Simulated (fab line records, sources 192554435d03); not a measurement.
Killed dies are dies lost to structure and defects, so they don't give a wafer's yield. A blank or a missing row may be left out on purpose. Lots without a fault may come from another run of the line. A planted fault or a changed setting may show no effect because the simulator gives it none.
Split-lot experiment | flow n5_finfet | 7 lots, 39 wafers read, on a route of 1938 steps

THE SPLIT
At N5_BEOL_M5_ILD_DEP_00 (deposits SiCOH lowk from DEMS/porogen, target thk 140.64 nm, time 25.9 s), the setting target_thk_a was moved away from the recipe's 1406.4 angstrom on 9 of the 39 wafers read, by -46.8% to +55.5%. The other wafers ran this setting at the recipe's value.

FROM THE SPLIT TO THE READING: what the file shows between them, 1 step
- N5_BEOL_M5_CURE_79: cures SiCOH lowk, time 240 s

THE READING
M5_ILD_THK, in nm, at N5_BEOL_M5_THK_MEAS_01. Fault-free wafers of this fab line usually give 121.0 nm, standard deviation 1.5 nm.

wafer  | tool, chamber at the split | target_thk_a as run, angstrom | against the recipe | M5_ILD_THK, nm | against lot-mates on the recipe
L075.1 | pecvd-02, 1                | 1406.4                        | recipe             | 118.9          | -
L075.2 | pecvd-02, 0,2              | 1406.4                        | recipe             | 119.6          | -
L075.3 | pecvd-02, 2                | 1406.4                        | recipe             | 120.6          | -
L075.4 | pecvd-02, 1                | 1406.4                        | recipe             | 122.0          | -
L075.5 | pecvd-02, 0                | 1406.4                        | recipe             | 120.7          | -
L075.6 | pecvd-02, 0,2              | 1406.4                        | recipe             | 119.7          | -
L078.1 | pecvd-03, 1                | 1406.4                        | recipe             | 121.4          | -
L078.2 | pecvd-03, 0                | 1406.4                        | recipe             | 121.2          | -
L078.3 | pecvd-03, 2,1              | 1406.4                        | recipe             | 122.6          | -
L078.4 | pecvd-03, 2,1              | 1406.4                        | recipe             | 122.7          | -
L078.5 | pecvd-03, 2                | 1406.4                        | recipe             | 123.7          | -
L078.6 | pecvd-03, 0                | 1406.4                        | recipe             | 123.5          | -
L081.1 | pecvd-03, 0                | 747.9                         | -46.8%             | 62.1           | -58.4
L081.2 | pecvd-03, 1                | 747.9                         | -46.8%             | 62.4           | -58.1
L081.3 | pecvd-03, 0                | 1406.4                        | recipe             | 120.4          | -
L081.4 | pecvd-03, 1                | 1406.4                        | recipe             | 120.2          | -
L081.5 | pecvd-03, 0                | 1406.4                        | recipe             | 120.8          | -
L081.6 | pecvd-03, 1                | 747.9                         | -46.8%             | 63.8           | -56.7
L089.1 | pecvd-02, 2                | 1406.4                        | recipe             | 120.1          | -
L089.2 | pecvd-02, 1                | 1618                          | +15.0%             | 137.2          | +16.5
L089.3 | pecvd-02, 0                | 1618                          | +15.0%             | 137.6          | +16.9
L089.4 | pecvd-02, 0                | 1406.4                        | recipe             | 120.3          | -
L089.5 | pecvd-02, 1                | 1618                          | +15.0%             | 142.0          | +21.3
L089.6 | pecvd-02, 2                | 1406.4                        | recipe             | 121.7          | -
L092.3 | pecvd-04, 1                | 1406.4                        | recipe             | 118.7          | -
L092.4 | pecvd-04, 2                | 1406.4                        | recipe             | 122.2          | -
L092.5 | pecvd-04, 0                | 1406.4                        | recipe             | 123.8          | -
L093.1 | pecvd-03, 2                | 1406.4                        | recipe             | 120.1          | -
L093.2 | pecvd-03, 1,2              | 1406.4                        | recipe             | 121.7          | -
L093.3 | pecvd-03, 0                | 1406.4                        | recipe             | 122.2          | -
L093.4 | pecvd-03, 0                | 1406.4                        | recipe             | 123.4          | -
L093.5 | pecvd-03, 1,2              | 1406.4                        | recipe             | 121.7          | -
L093.6 | pecvd-03, 1                | 1406.4                        | recipe             | 122.5          | -
L095.1 | pecvd-04, 2                | 1406.4                        | recipe             | 120.3          | -
L095.2 | pecvd-04, 1                | 2187                          | +55.5%             | 188.4          | +66.6
L095.3 | pecvd-04, 0                | 1406.4                        | recipe             | 122.5          | -
L095.4 | pecvd-04, 1                | 1406.4                        | recipe             | 122.6          | -
L095.5 | pecvd-04, 2                | 2187                          | +55.5%             | 191.9          | +70.1
L095.6 | pecvd-04, 0                | 2187                          | +55.5%             | 193.0          | +71.2
Where a row lists several chambers, the file gives one row for several wafers and doesn't say which wafer went through which chamber.

THE FIT
A straight line over all 39 wafers: M5_ILD_THK changes by +1.25 nm for each +1% of target_thk_a; r = +1.00; the points scatter about the line by 1.6 nm.
The same after taking each lot's own level away (the mean of its wafers on the recipe; 39 wafers): +1.24 nm for each +1%; r = +1.00; scatter 1.3 nm.
On that fit, the largest move of target_thk_a shifts the reading by 69 nm.
The lots' own levels span 120.25 to 122.52 nm, that is 1.5 times the standard deviation above.
So the lot-to-lot level changes the slope little: the two slopes agree.
Check: with one of the wafers moved furthest among these (+55.5%) left out of the fit, the line predicts +69.5 nm for it against its lot-mates. It came out at +66.6 nm against them.

OTHER SPLITS ON THESE WAFERS
These wafers also went through other splits before the reading. Each is held against what the fit with the lots' levels taken away leaves over:
other split on the same wafers     | wafers away from the commonest value | r with M5_ILD_THK (lot level and that fit taken away)
N5_ZERO_LAYER_PECVD_02 time_s      | 15                                   | +0.35
N5_DUMMY_GATE_CVD_03 target_thk_a  | 24                                   | +0.04
N5_SD_EPI_N_ETCH_16 target_depth_a | 12                                   | +0.02
N5_HKMG_FIN_NWFM_ALD_20 ald_cycles | 18                                   | +0.20
N5_BEOL_M3_CVD_47 target_thk_a     | 12                                   | -0.12

THE WHOLE CHAIN: every reading that the file lists as answering this split, in the file's order
step                   | what it does                                                             | reading                                                                                  | change (the file's fit)              | r (the file's)
N5_BEOL_M5_ILD_DEP_00  | deposits SiCOH lowk from DEMS/porogen, target thk 140.64 nm, time 25.9 s | SiCOH_lowk_of_BEOL_M5_ILD_DEP_00.thk_nm (the simulator's own value, which no gauge read) | +1.43 nm for each +1% of the setting | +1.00
N5_BEOL_M5_CURE_79     | cures SiCOH lowk, time 240 s                                             | SiCOH_lowk_of_BEOL_M5_ILD_DEP_00.thk_nm (the simulator's own value, which no gauge read) | +1.24 nm for each +1% of the setting | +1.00
N5_BEOL_M5_THK_MEAS_01 |                                                                          | M5_ILD_THK                                                                               | +1.24 for each +1% of the setting    | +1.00

THE FILE'S OWN FIT
M5_ILD_THK changes by +1.24 nm for each +1% of target_thk_a, r = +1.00.
